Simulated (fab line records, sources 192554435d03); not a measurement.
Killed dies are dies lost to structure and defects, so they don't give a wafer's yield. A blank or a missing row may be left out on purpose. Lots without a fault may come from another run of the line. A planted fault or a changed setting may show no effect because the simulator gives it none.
Which tool did it? | flow n5_finfet | 10 lots, 30 wafers sampled, at 6 steps of a route of 1938

WHAT THE GAUGES READ, wafer by wafer
N5_ILD0_THK_MEAS_04. Usual: thk_nm 197.3 nm, standard deviation 0.96.
lot  | measured     | on            | thk_nm (nm)       | flag
L893 | day 4 04:30  | film_metro-01 | 196.8 196.8 197.7 |
L894 | day 4 09:32  | film_metro-02 | 195.3 197.7 197.8 |
L896 | day 4 21:14  | film_metro-02 | 198.0 198.2 198.0 |
L897 | day 5 06:30  | film_metro-01 | 196.3 197.1 197.1 |
L899 | day 5 14:53  | film_metro-02 | 196.2 196.5 197.2 |
L900 | day 5 21:25  | film_metro-02 | 198.2 198.5 198.3 |
L901 | day 6 02:56  | film_metro-01 | 197.2 195.7 197.0 |
L910 | day 8 10:38  | film_metro-01 | 198.0 196.4 198.5 |
L913 | day 9 03:41  | film_metro-02 | 195.2 196.5 196.1 |
L914 | day 10 03:04 | film_metro-02 | 197.9 197.8 198.1 |

N5_BEOL_M4_RC_MEAS_101. Usual: DIBL_N 36.6 mV/V, standard deviation 1.1; DIBL_P 36.8 mV/V, standard deviation 1.6; IOFF_N 0.169 nA/um, standard deviation 0.024; IOFF_P 0.206 nA/um, standard deviation 0.028; ION_N 679 uA/um, standard deviation 9.2; ION_P 462 uA/um, standard deviation 7; SS_N 71.6 mV/dec, standard deviation 0.57; SS_P 73.3 mV/dec, standard deviation 0.57; VT_N 248.8 mV, standard deviation 2.4; VT_P -251 mV, standard deviation 3.
lot  | measured     | on        | DIBL_N (mV/V)  | DIBL_P (mV/V)  | IOFF_N (nA/um)    | IOFF_P (nA/um)    | ION_N (uA/um) | ION_P (uA/um) | SS_N (mV/dec)  | SS_P (mV/dec)  | VT_N (mV)         | VT_P (mV)      | flag
L893 | day 9 04:16  | prober-02 | 38.0 35.2 36.1 | 36.6 33.2 34.4 | 0.222 0.158 0.171 | 0.228 0.176 0.189 | 689 684 677   | 460 460 462   | 72.8 71.6 71.7 | 73.8 72.5 73.7 | 244.6 246.5 247.0 | -247 -251 -251 |
L894 | day 10 08:19 | prober-01 | 35.8 36.5 36.6 | 35.8 37.8 37.3 | 0.138 0.158 0.155 | 0.190 0.219 0.197 | 671 678 674   | 462 464 463   | 71.0 70.8 70.9 | 73.5 73.9 72.4 | 252.2 248.2 248.5 | -252 -252 -253 |
L896 | day 10 06:55 | prober-02 | 36.6 35.6 38.0 | 38.2 36.9 39.2 | 0.165 0.140 0.183 | 0.221 0.201 0.234 | 691 668 683   | 468 465 473   | 71.3 71.5 72.2 | 72.3 72.2 73.5 | 248.0 250.8 250.1 | -249 -251 -248 |
L897 | day 10 17:35 | prober-01 | 37.4 38.6 37.8 | 38.7 38.5 38.2 | 0.190 0.212 0.190 | 0.251 0.245 0.239 | 677 680 691   | 464 461 466   | 71.4 72.2 71.9 | 73.9 74.0 74.2 | 244.4 247.3 246.7 | -251 -246 -249 |
L910 | day 13 18:54 | prober-02 | 36.7 35.1 36.9 | 35.8 34.5 36.0 | 0.169 0.149 0.172 | 0.236 0.217 0.234 | 681 677 684   | 468 469 468   | 71.6 71.0 72.2 | 72.7 73.1 72.9 | 248.6 249.2 246.8 | -248 -249 -248 |
L913 | day 15 09:16 | prober-02 | 36.8 36.5 36.8 | 37.4 37.5 36.6 | 0.157 0.155 0.149 | 0.196 0.204 0.186 | 682 679 683   | 465 466 461   | 71.2 71.1 71.4 | 73.6 73.1 73.7 | 246.8 249.0 248.1 | -251 -252 -251 |
L914 | day 15 13:02 | prober-02 | 35.9 36.3 37.0 | 36.9 37.3 38.6 | 0.140 0.143 0.157 | 0.171 0.179 0.190 | 673 675 675   | 455 460 461   | 70.7 71.4 71.6 | 72.8 72.9 72.7 | 255.4 252.2 250.8 | -252 -253 -252 |

WHICH TOOL RAN EACH LOT (tool, then ch and the chambers of the sampled wafers, then the start)
lot  | N5_SD_ACTIVATION_LSA_01           | N5_ILD0_ALD_15                   | N5_SDB_HM_DEP_00               | N5_SDB_CMP_30
L893 | laser_anneal-01 ch 0, day 4 00:44 | ald_sin-01 ch 2,3, day 4 05:46   | pecvd-01 ch 0,1,2, day 4 08:19 | cmp-03 ch 1,3, day 4 12:57
L894 | laser_anneal-02 ch 0, day 4 05:56 | ald_sin-01 ch 0,2,3, day 4 10:34 | pecvd-04 ch 1,2, day 4 13:08   | cmp-03 ch 0,1, day 4 17:23
L896 | laser_anneal-02 ch 0, day 4 17:38 | ald_sin-01 ch 0,1,3, day 4 23:46 | pecvd-02 ch 0,1,2, day 5 01:16 | cmp-03 ch 0,1, day 5 05:20
L897 | laser_anneal-01 ch 0, day 5 03:01 | ald_sin-04 ch 2,3, day 5 07:32   | pecvd-01 ch 0,2, day 5 10:06   | cmp-04 ch 0,1,2, day 5 14:21
L899 | laser_anneal-01 ch 0, day 5 11:14 | ald_sin-04 ch 0,1, day 5 15:55   | pecvd-04 ch 0,1,2, day 5 18:29 | cmp-04 ch 0,1, day 5 22:35
L900 | laser_anneal-02 ch 0, day 5 18:12 | ald_sin-01 ch 1,3, day 5 22:28   | pecvd-04 ch 0,2, day 6 01:02   | cmp-04 ch 0,2,3, day 6 05:20
L901 | laser_anneal-01 ch 0, day 5 23:39 | ald_sin-01 ch 0,1, day 6 03:58   | pecvd-01 ch 1,2, day 6 06:32   | cmp-02 ch 2,3, day 6 10:41
L910 | laser_anneal-01 ch 0, day 8 07:25 | ald_sin-03 ch 0,2,3, day 8 11:40 | pecvd-04 ch 0,1, day 8 14:14   | cmp-02 ch 0,1,3, day 8 18:54
L913 | laser_anneal-01 ch 0, day 9 00:21 | ald_sin-03 ch 0,1,2, day 9 04:43 | pecvd-01 ch 1,2, day 9 07:17   | cmp-02 ch 0,1,3, day 9 11:33
L914 | laser_anneal-01 ch 0, day 9 23:01 | ald_sin-03 ch 0,1, day 10 04:10  | pecvd-01 ch 0,1, day 10 06:47  | cmp-04 ch 0,1,2, day 10 10:43
- N5_SD_ACTIVATION_LSA_01: time 0.0008 s.
- N5_ILD0_ALD_15: deposits SiNx, target thk 24 nm, pulse time 1 s, ald cycles 480.
- N5_SDB_HM_DEP_00: deposits SiNx from SiH4/NH3/N2, target thk 40 nm, time 35.3 s.
- N5_SDB_CMP_30: polishes, stops on poly-Si, t overpolish 1.54 s, target thk 30 nm.

WHAT THE TOOLS THEMSELVES READ (means of the sampled wafers that have a number; where no wafer has one, the mark that the record gives instead)
N5_SD_ACTIVATION_LSA_01. Usual: wafer_temp_C_max 1084.3, standard deviation 1.5.
lot  | tool            | wafer_temp_C_max | flag
L893 | laser_anneal-01 | 1083.9           |
L894 | laser_anneal-02 | 1086.7           |
L896 | laser_anneal-02 | 1087.2           |
L897 | laser_anneal-01 | 1084.0           |
L899 | laser_anneal-01 | 1083.4           |
L900 | laser_anneal-02 | 1086.6           |
L901 | laser_anneal-01 | 1084.0           |
L910 | laser_anneal-01 | 1083.7           |
L913 | laser_anneal-01 | 1083.4           |
L914 | laser_anneal-01 | 1084.1           |

N5_ILD0_ALD_15. Usual: heater_power_w 863 W, standard deviation 100; precursor_pulse_height_rel 1.002, standard deviation 0.018.
lot  | tool       | heater_power_w (W) | precursor_pulse_height_rel | flag
L893 | ald_sin-01 | 971                | 0.988                      |
L894 | ald_sin-01 | 922                | 1.006                      |
L896 | ald_sin-01 | 837                | 0.998                      |
L897 | ald_sin-04 | 897                | 1.006                      |
L899 | ald_sin-04 | 837                | 1.001                      |
L900 | ald_sin-01 | 870                | 0.999                      |
L901 | ald_sin-01 | 767                | 0.979                      |
L910 | ald_sin-03 | 843                | 1.012                      |
L913 | ald_sin-03 | 862                | 1.001                      |
L914 | ald_sin-03 | 794                | 0.988                      |

N5_SDB_HM_DEP_00. Usual: chamber_pressure_Torr 1.500 Torr, standard deviation 0.0033; heater_power_outer_w 440 W, standard deviation 57; heater_power_w 733 W, standard deviation 60; showerhead_plenum_p_Torr 5.14 Torr, standard deviation 0.047; showerhead_vpp_V 1062 V, standard deviation 49; throttle_valve_pct 40.1 %, standard deviation 2.7.
lot  | tool     | chamber_pressure_Torr (Torr) | heater_power_outer_w (W) | heater_power_w (W) | showerhead_plenum_p_Torr (Torr) | showerhead_vpp_V (V) | throttle_valve_pct (%) | flag
L893 | pecvd-01 | 1.504                        | 409                      | 704                | 5.14                            | 1073                 | 41.0                   |
L894 | pecvd-04 | 1.497                        | 493                      | 766                | 5.11                            | 990                  | 39.5                   |
L896 | pecvd-02 | 1.497                        | 464                      | 737                | 5.14                            | 1059                 | 38.8                   |
L897 | pecvd-01 | 1.499                        | 432                      | 717                | 5.14                            | 1082                 | 39.2                   |
L899 | pecvd-04 | -                            | -                        | -                  | -                               | -                    | -                      | OFF
L900 | pecvd-04 | -                            | -                        | -                  | -                               | -                    | -                      | OFF
L901 | pecvd-01 | -                            | -                        | -                  | -                               | -                    | -                      | OFF
L910 | pecvd-04 | 1.499                        | 394                      | 696                | 5.18                            | 1093                 | 39.9                   |
L913 | pecvd-01 | 1.499                        | 416                      | 709                | 5.17                            | 1090                 | 40.3                   |
L914 | pecvd-01 | 1.497                        | 404                      | 704                | 5.11                            | 1062                 | 42.4                   |

N5_SDB_CMP_30. Usual: motor_current_A 12.4 A, standard deviation 1.3; time_to_endpoint_s 17.7 s, standard deviation 2.1.
lot  | tool   | motor_current_A (A) | time_to_endpoint_s (s) | flag
L893 | cmp-03 | 13.5                | 16.6                   |
L894 | cmp-03 | 12.0                | 16.7                   |
L896 | cmp-03 | 12.9                | 17.8                   |
L897 | cmp-04 | 11.5                | 17.2                   |
L899 | cmp-04 | 12.5                | 8.8                    | OFF
L900 | cmp-04 | 10.9                | 9.3                    | OFF
L901 | cmp-02 | 12.0                | 9.0                    | OFF
L910 | cmp-02 | 12.8                | 18.2                   |
L913 | cmp-02 | 12.5                | 21.3                   |
L914 | cmp-04 | 11.5                | 18.1                   |

THE ANSWER, worked out from the rows above alone
Rule: a lot is off if the mean of its wafers that have a number lies more than 3 standard deviations from the usual mean. A lot without any number at a reading at which 4 lots or more have one is off too. The other lots that the step has rows for count as sound. The gauges are gone through in route order, then the tools' own readings, and for those a lot's mean is taken as printed above. The first step at which some lot is off is used, and at that step the reading that is off furthest; a lot without a number counts as furthest.
Off: L899, L900, L901, at N5_SDB_HM_DEP_00 (chamber_pressure_Torr). Without a number there: L899, L900, L901.
A tool fits if, at that step or a process step before it, it ran every lot that is off, and no sound lot after the first of them. None of those tried fits.

WHAT THE SIMULATOR HAD PUT IN
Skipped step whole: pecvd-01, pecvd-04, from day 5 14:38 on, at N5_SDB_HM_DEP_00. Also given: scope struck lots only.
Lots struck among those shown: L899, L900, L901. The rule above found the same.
